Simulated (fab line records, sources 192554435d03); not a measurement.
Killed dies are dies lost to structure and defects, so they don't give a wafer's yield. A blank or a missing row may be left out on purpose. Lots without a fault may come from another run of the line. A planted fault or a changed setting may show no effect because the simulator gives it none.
Which tool did it? | flow n5_finfet | 11 lots, 30 wafers sampled, at 4 steps of a route of 1938

WHAT THE GAUGES READ, wafer by wafer
N5_BEOL_M9_INSPECT_58: inspects for defects (darkfield).
lot  | measured     | on                | raw_defect_count
L863 | day 10 17:01 | defect_inspect-01 | 91 68 65
L864 | day 10 22:41 | defect_inspect-02 | 46 85 75
L870 | day 11 18:02 | defect_inspect-01 | 58 71 37
L876 | day 13 23:43 | defect_inspect-02 | 99 108 141
L875 | day 14 00:18 | defect_inspect-02 | 77 70 54
L878 | day 14 11:22 | defect_inspect-02 | 88 98
L880 | day 14 15:13 | defect_inspect-02 | 74 104 103
L881 | day 14 17:42 | defect_inspect-02 | 90 91
L883 | day 16 00:15 | defect_inspect-01 | 58 68 72
L885 | day 16 04:11 | defect_inspect-01 | 66 38 51
L884 | day 16 08:22 | defect_inspect-02 | 41 35

WHICH TOOL RAN EACH LOT (tool, then ch and the chambers of the sampled wafers, then the start)
lot  | N5_BEOL_M9_VIA_ETCH_34             | N5_BEOL_M9_CVD_78                | N5_BEOL_M9_SPUTTER_48
L863 | rie_diel-03 ch 0,1, day 10 13:44   | cvd_co-02 ch 0,2, day 10 15:43   | pvd_sputter-02, day 10 16:02
L864 | rie_diel-04 ch 0,2,3, day 10 19:32 | cvd_co-02 ch 0,1,2, day 10 21:14 | pvd_sputter-01, day 10 21:25
L870 | rie_diel-03 ch 0,2, day 11 14:56   | cvd_co-02 ch 0,1, day 11 16:56   | pvd_sputter-01, day 11 17:02
L876 | rie_diel-03 ch 1,2,3, day 13 20:59 | cvd_co-01 ch 0,1, day 13 22:32   | pvd_sputter-02, day 13 22:44
L875 | rie_diel-03 ch 0,2,3, day 13 21:25 | cvd_co-01 ch 0,1,2, day 13 23:10 | pvd_sputter-02, day 13 23:19
L878 | rie_diel-03 ch 2,3, day 14 07:06   | cvd_co-02 ch 0,1, day 14 08:40   | pvd_sputter-03, day 14 10:23
L880 | rie_diel-04 ch 0,1,3, day 14 12:31 | cvd_co-01 ch 0,1,2, day 14 14:05 | pvd_sputter-03, day 14 14:14
L881 | rie_diel-04 ch 1,2, day 14 14:35   | cvd_co-02 ch 0,2, day 14 16:07   | pvd_sputter-02, day 14 16:11
L883 | rie_diel-03 ch 1,2,3, day 15 20:48 | cvd_co-02 ch 0,1,2, day 15 22:29 | pvd_sputter-03, day 15 22:40
L885 | rie_diel-03 ch 0,1,3, day 16 01:38 | cvd_co-02 ch 1,2, day 16 02:56   | pvd_sputter-01, day 16 03:05
L884 | rie_diel-02 ch 1,3, day 16 05:24   | cvd_co-02 ch 1,2, day 16 07:14   | pvd_sputter-02, day 16 07:23
- N5_BEOL_M9_VIA_ETCH_34: etches SiCOH lowk in C4F6/O2, target depth 182.4 nm, time 68.4 s.
- N5_BEOL_M9_CVD_78: deposits Co from CCTBA/H2, target thk 2 nm, time 138.9 s.
- N5_BEOL_M9_SPUTTER_48: material Cu, target thk 12 nm, time 2 s.

THE ANSWER, worked out from the rows above alone
Rule: what is usual is taken from the lots themselves. Put in order of their means at a reading, lots are off if they are a third of the lots or fewer, leave a main group of 4 or more, and stand apart from it by a gap of 3 or more times the standard deviation of the main group's means; of several such gaps the widest counts. A main group whose means are all the same, to the digits that the tables above print for the reading, isn't used. A lot without any number at a reading at which 4 lots or more have one is off too. The other lots that the step has rows for count as sound.
No lot is off at any reading shown: from this, nothing can be told.

WHAT THE SIMULATOR HAD PUT IN
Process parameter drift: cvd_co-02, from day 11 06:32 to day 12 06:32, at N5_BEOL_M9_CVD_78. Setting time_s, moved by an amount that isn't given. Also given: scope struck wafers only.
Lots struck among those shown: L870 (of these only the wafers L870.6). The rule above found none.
